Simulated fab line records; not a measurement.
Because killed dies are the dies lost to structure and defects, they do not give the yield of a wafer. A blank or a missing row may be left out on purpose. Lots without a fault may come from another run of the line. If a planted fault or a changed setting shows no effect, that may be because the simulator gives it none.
The tool behind it: which one?    flow nand harc    12 lots with 36 wafers sampled at 6 steps, on a route of 1159 steps

## WHAT EACH GAUGE READ, for each wafer
NHARC_P_GATE_INSPECT_68. Usual: 198 for raw defect count, sd 72.
lot   measured      on                 raw defect count  flag
L136  day 5 11:37   defect inspect-02  257 213 269       
L139  day 6 02:58   defect inspect-01  125 193 177       
L138  day 6 02:10   defect inspect-02  88 93 96          
L140  day 6 09:22   defect inspect-01  279 235 260       
L141  day 6 20:14   defect inspect-01  378 254 215       
L143  day 6 22:49   defect inspect-02  184 117 187       
L145  day 7 15:08   defect inspect-01  140 386 156       
L144  day 7 18:11   defect inspect-02  310 248 340       
L147  day 8 07:39   defect inspect-02  120 99 145        
L155  day 10 00:32  defect inspect-01  580 196 184       
L156  day 10 15:23  defect inspect-01  178 153 648       
L159  day 11 00:14  defect inspect-01  167 263 230       

NHARC_END_SORT_01. Usual: killed at array 25, standard deviation 10; killed at other 0.6, standard deviation 0.91; killed at periphery 3.6, standard deviation 2.9; killed dies 29, standard deviation 10; killed open 3.3, standard deviation 2; killed short 1.9, standard deviation 1.5.
lot   measured      on         killed at array  killed at other  killed at periphery  killed dies  killed open  killed short  flag
L155  day 23 12:20  prober-01  7 15 18          0 0 1            81 2 5               88 17 24     0 1 7        0 0 1         OFF
L156  day 24 07:19  prober-01  28 33 23         0 0 1            2 8 84               30 41 108    4 3 1        3 1 2         OFF

## TOOL THAT RAN EACH LOT (tool first, then ch and the chambers of the sampled wafers, then the start)
lot   NHARC_P_GATE_DESCUM_31             NHARC_P_GATE_DESCUM_48              NHARC_P_GATE_STRIP_111                NHARC_P_GATE_RTA_64
L136  rie diel-03 ch 2,3, day 4 16:10    rie diel-11 ch 0,2, day 5 04:08     plasma asher-02 ch 0,1, day 5 04:32   rtp anneal-01 ch 0, day 5 10:22
L139  rie diel-03 ch 0,1, day 5 07:54    rie diel-03 ch 0,2,3, day 5 20:02   plasma asher-01 ch 0,1, day 5 20:34   rtp anneal-01 ch 0, day 6 01:46
L138  rie diel-12 ch 1,2,3, day 5 08:03  rie diel-11 ch 0,2,3, day 5 19:53   plasma asher-02 ch 0,1, day 5 20:17   rtp anneal-01 ch 0, day 6 00:55
L140  rie diel-11 ch 0,2,3, day 5 15:01  rie diel-12 ch 1,2,3, day 6 03:05   plasma asher-01 ch 0,1, day 6 03:29   rtp anneal-01 ch 0, day 6 08:05
L141  rie diel-11 ch 1,2,3, day 6 01:11  rie diel-11 ch 0,1,3, day 6 13:25   plasma asher-01 ch 0, day 6 13:58     rtp anneal-01 ch 0, day 6 19:00
L143  rie diel-11 ch 0,2,3, day 6 04:28  rie diel-12 ch 1,2,3, day 6 16:26   plasma asher-02 ch 0,1, day 6 16:49   rtp anneal-02 ch 0, day 6 21:31
L145  rie diel-03 ch 0,1,2, day 6 20:28  rie diel-11 ch 1,3, day 7 08:27     plasma asher-01 ch 0,1, day 7 08:50   rtp anneal-02 ch 0, day 7 13:38
L144  rie diel-03 ch 1,2,3, day 6 20:57  rie diel-11 ch 1,2,3, day 7 11:37   plasma asher-02 ch 0,1, day 7 11:57   rtp anneal-01 ch 0, day 7 16:45
L147  rie diel-12 ch 0,3, day 7 12:00    rie diel-11 ch 0,1,2, day 8 00:49   plasma asher-01 ch 0,1, day 8 01:11   rtp anneal-01 ch 0, day 8 06:16
L155  rie diel-12 ch 0,1,3, day 9 06:07  rie diel-03 ch 0,2, day 9 18:05     plasma asher-01 ch 0,1, day 9 18:27   rtp anneal-02 ch 0, day 9 23:17
L156  rie diel-11 ch 0,2, day 9 20:27    rie diel-11 ch 0,3, day 10 08:28    plasma asher-01 ch 0,1, day 10 08:50  rtp anneal-01 ch 0, day 10 13:57
L159  rie diel-11 ch 2,3, day 10 04:59   rie diel-12 ch 0,1,2, day 10 17:43  plasma asher-02 ch 0,1, day 10 18:08  rtp anneal-02 ch 0, day 10 22:56
- NHARC_P_GATE_DESCUM_31: chemistry O2, time 3 s.
- NHARC_P_GATE_DESCUM_48: chemistry O2, time 3 s.
- NHARC_P_GATE_STRIP_111: strips in N2/H2, time 250 s.
- NHARC_P_GATE_RTA_64: time 1 s.

## AS READ BY THE TOOLS THEMSELVES (means over the sampled wafers that have a number; for cases with no such wafer, the mark the record gives instead)
NHARC_P_GATE_DESCUM_31. Usual: drypump motor current A 6.0 A, standard deviation 0.39; oes product au 0.993 a.u., standard deviation 0.012; rf vpp V 57.8 V, standard deviation 0.98; showerhead plenum p Torr 1.91 Torr, standard deviation 0.1; throttle valve pct 11.313 %, standard deviation 0.0083.
lot   tool         drypump motor current A (A)  oes product au (a.u.)  rf vpp V (V)  showerhead plenum p Torr (Torr)  throttle valve pct (%)  flag
L136  rie diel-03  6.0                          0.981                  59.0          1.98                             11.321                  
L139  rie diel-03  6.0                          0.992                  57.1          1.84                             11.306                  
L138  rie diel-12  5.6                          1.002                  56.8          1.87                             11.322                  
L140  rie diel-11  6.2                          0.995                  57.4          1.81                             11.317                  
L141  rie diel-11  6.1                          0.998                  57.2          1.88                             11.315                  
L143  rie diel-11  6.2                          0.993                  57.5          1.81                             11.316                  
L145  rie diel-03  5.8                          0.992                  58.8          1.91                             11.304                  
L144  rie diel-03  6.1                          0.989                  57.7          1.90                             11.308                  
L147  rie diel-12  5.9                          1.003                  58.1          2.00                             11.315                  
L155  rie diel-12  5.9                          1.003                  57.7          1.92                             11.318                  
L156  rie diel-11  6.0                          0.990                  58.2          1.99                             11.311                  
L159  rie diel-11  6.3                          0.992                  59.1          1.98                             11.308                  

NHARC_P_GATE_DESCUM_48. Usual: drypump motor current A 5.9 A, standard deviation 0.39; oes product au 0.995 a.u., standard deviation 0.013; rf vpp V 57.7 V, standard deviation 0.91; showerhead plenum p Torr 1.91 Torr, standard deviation 0.11; throttle valve pct 11.312 %, standard deviation 0.0089.
lot   tool         drypump motor current A (A)  oes product au (a.u.)  rf vpp V (V)  showerhead plenum p Torr (Torr)  throttle valve pct (%)  flag
L136  rie diel-11  5.9                          1.003                  56.7          1.82                             11.316                  
L139  rie diel-03  6.0                          0.974                  57.5          1.94                             11.309                  
L138  rie diel-11  6.2                          1.004                  57.8          1.81                             11.303                  
L140  rie diel-12  5.6                          1.006                  57.8          1.87                             11.312                  
L141  rie diel-11  6.0                          1.001                  57.7          1.91                             11.308                  
L143  rie diel-12  5.6                          0.997                  57.4          1.87                             11.320                  
L145  rie diel-11  6.0                          0.995                  58.3          1.98                             11.309                  
L144  rie diel-11  6.2                          1.002                  57.6          1.88                             11.313                  
L147  rie diel-11  5.9                          0.998                  58.1          1.89                             11.315                  
L155  rie diel-03  5.6                          0.996                  57.7          1.98                             11.307                  
L156  rie diel-11  6.1                          0.994                  57.5          1.81                             11.305                  
L159  rie diel-12  5.8                          0.986                  58.6          1.96                             11.303                  

NHARC_P_GATE_STRIP_111. Usual: drypump motor current A 6.2 A, standard deviation 0.33; heater power w 85 W, standard deviation 10.
lot   tool             drypump motor current A (A)  heater power w (W)  flag
L136  plasma asher-02  6.0                          80                  
L139  plasma asher-01  6.5                          96                  
L138  plasma asher-02  5.8                          75                  
L140  plasma asher-01  6.5                          96                  
L141  plasma asher-01  6.5                          100                 
L143  plasma asher-02  6.0                          80                  
L145  plasma asher-01  6.5                          92                  
L144  plasma asher-02  5.8                          75                  
L147  plasma asher-01  6.5                          92                  
L155  plasma asher-01  6.4                          96                  
L156  plasma asher-01  6.5                          96                  
L159  plasma asher-02  6.0                          75                  

NHARC_P_GATE_RTA_64. Usual: lamp power pct 34.98 %, standard deviation 0.13; lamp_zone_3_pct 34.98 %, standard deviation 0.13; wafer_temp_C_max 1054.8, standard deviation 1.4.
lot   tool           lamp power pct (%)  lamp_zone_3_pct (%)  wafer_temp_C_max  flag
L136  rtp anneal-01  35.10               35.10                1056.0            
L139  rtp anneal-01  35.14               35.14                1056.0            
L138  rtp anneal-01  35.12               35.12                1055.2            
L140  rtp anneal-01  35.15               35.09                1055.4            
L141  rtp anneal-01  35.08               35.07                1055.9            
L143  rtp anneal-02  34.84               34.77                1053.3            
L145  rtp anneal-02  34.85               34.84                1053.9            
L144  rtp anneal-01  35.11               35.12                1054.7            
L147  rtp anneal-01  35.10               35.07                1056.7            
L155  rtp anneal-02  34.90               34.88                1053.2            
L156  rtp anneal-01  35.11               35.10                1056.6            
L159  rtp anneal-02  34.83               34.86                1053.5            

## THE ANSWER, worked out from the rows above alone
Rule: a lot counts as off when the mean over its wafers that have a number is more than 3 standard deviations away from the usual mean. Also off: a lot with no number at a reading for which 4 or more lots have one. All remaining lots with rows at the step are treated as sound. First the gauges in route order, then the tools' own readings, where a lot's mean is used as printed above. At the first step where some lot is off, the reading lying furthest off is the one used; lots without a number count as furthest.
Off: L155, L156, at NHARC_END_SORT_01 (killed at periphery). Neither off nor sound, because the step has no rows for them: L136, L139, L138, L140, L141, L143, L145, L144, L147, L159.
If a tool, at a process step before that reading, ran all the lots that are off and no sound lot after the first of them, it fits. Gauges at NHARC_END_SORT_01: tried the same way as those tools. This does not decide it: 2 tools fit, namely plasma asher-01 at NHARC_P_GATE_STRIP_111 and prober-01 at NHARC_END_SORT_01.

## WHAT WAS PUT IN BY THE SIMULATOR
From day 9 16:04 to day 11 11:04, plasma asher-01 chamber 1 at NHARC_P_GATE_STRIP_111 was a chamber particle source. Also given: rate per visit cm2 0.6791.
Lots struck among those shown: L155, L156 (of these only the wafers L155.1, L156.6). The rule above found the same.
